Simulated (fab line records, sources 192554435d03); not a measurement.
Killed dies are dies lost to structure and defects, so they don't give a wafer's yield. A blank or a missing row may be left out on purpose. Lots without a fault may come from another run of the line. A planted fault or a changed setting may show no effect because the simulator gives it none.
Chamber matching | flow n5_finfet | N5_HKMG_FIN_HK_ALD_01 on ald_hk-02: 4 sister chambers
The step deposits HfO2, target thk 1.6 nm, pulse time 3 s, purge time 3 s. 4 wafers are shown with their chamber, then 8 later ones without.

WAFERS WITH THEIR CHAMBER
wafer  | chamber | precursor_pulse_height_rel
L086.4 | 3       | 0.989
L088.1 | 2       | 1.049
L088.5 | 0       | 0.996
L091.1 | 1       | 1.004

WAFERS WITHOUT THEIR CHAMBER
wafer  | precursor_pulse_height_rel
L091.3 | 1.001
L091.5 | 0.993
L093.3 | 1.015
L093.5 | 0.964
L093.6 | 0.978
L095.1 | 1.021
L095.2 | 0.953
L095.4 | 1.005

WHICH CHAMBER EACH WENT THROUGH
wafer  | from the rows above               | in truth
L091.3 | can't be placed: 1 or 0 or 3      | 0
L091.5 | can't be placed: 0 or 3 or 1      | 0
L093.3 | can't be placed: 1 or 0 or 3 or 2 | 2
L093.5 | can't be placed: 3 or 0 or 1      | 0
L093.6 | can't be placed: 3 or 0 or 1      | 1
L095.1 | can't be placed: 1 or 0 or 2 or 3 | 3
L095.2 | can't be placed: 3 or 0 or 1      | 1
L095.4 | can't be placed: 1 or 0 or 3      | 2
Placed correctly: 0 of 8. Can't be placed from these rows: 8 (the true chamber is among the candidates in 7). Placed wrongly: 0.
How it was worked out, from the rows above alone: a wafer's distance from a chamber is the root of the sum, over the readings, of the square of ((its reading less the chamber's mean) divided by the reading's scatter). The wafer belongs to the nearest chamber; if the next one is less than 2 further off, it can't be placed. A chamber's mean is the mean of its shown wafers. The scatter: with one shown wafer a chamber, the root of the mean of the squares of how far each hidden wafer lies from its nearest shown one.
